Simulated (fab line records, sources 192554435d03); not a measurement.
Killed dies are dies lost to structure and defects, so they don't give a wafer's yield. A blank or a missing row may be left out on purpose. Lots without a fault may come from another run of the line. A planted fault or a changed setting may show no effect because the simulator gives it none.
Chamber matching | flow n5_finfet | N5_BEOL_M6_ETCH_61 on rie_diel-05: 4 sister chambers
The step etches SiARC in CF4, target depth 45.5 nm, time 75.8 s. 4 wafers are shown with their chamber, then 7 later ones without.

WAFERS WITH THEIR CHAMBER
wafer  | chamber | etch_rf_on_time_s (s)
L086.1 | 3       | 78.5
L086.2 | 0       | 73.4
L090.1 | 2       | 79.2
L090.4 | 1       | 76.3

WAFERS WITHOUT THEIR CHAMBER
wafer  | etch_rf_on_time_s (s)
L090.5 | 73.7
L092.1 | 74.8
L092.2 | 79.5
L092.5 | 79.5
L096.3 | 77.5
L096.5 | 78.1
L096.6 | 78.7

WHICH CHAMBER EACH WENT THROUGH
wafer  | from the rows above          | in truth
L090.5 | 0                            | 0
L092.1 | can't be placed: 0 or 1      | 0
L092.2 | can't be placed: 2 or 3      | 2
L092.5 | can't be placed: 2 or 3      | 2
L096.3 | can't be placed: 3 or 1 or 2 | 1
L096.5 | can't be placed: 3 or 2 or 1 | 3
L096.6 | can't be placed: 3 or 2      | 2
Placed correctly: 1 of 7. Can't be placed from these rows: 6 (the true chamber is among the candidates in 6). Placed wrongly: 0.
How it was worked out, from the rows above alone: a wafer's distance from a chamber is the root of the sum, over the readings, of the square of ((its reading less the chamber's mean) divided by the reading's scatter). The wafer belongs to the nearest chamber; if the next one is less than 2 further off, it can't be placed. A chamber's mean is the mean of its shown wafers. The scatter: with one shown wafer a chamber, the root of the mean of the squares of how far each hidden wafer lies from its nearest shown one.
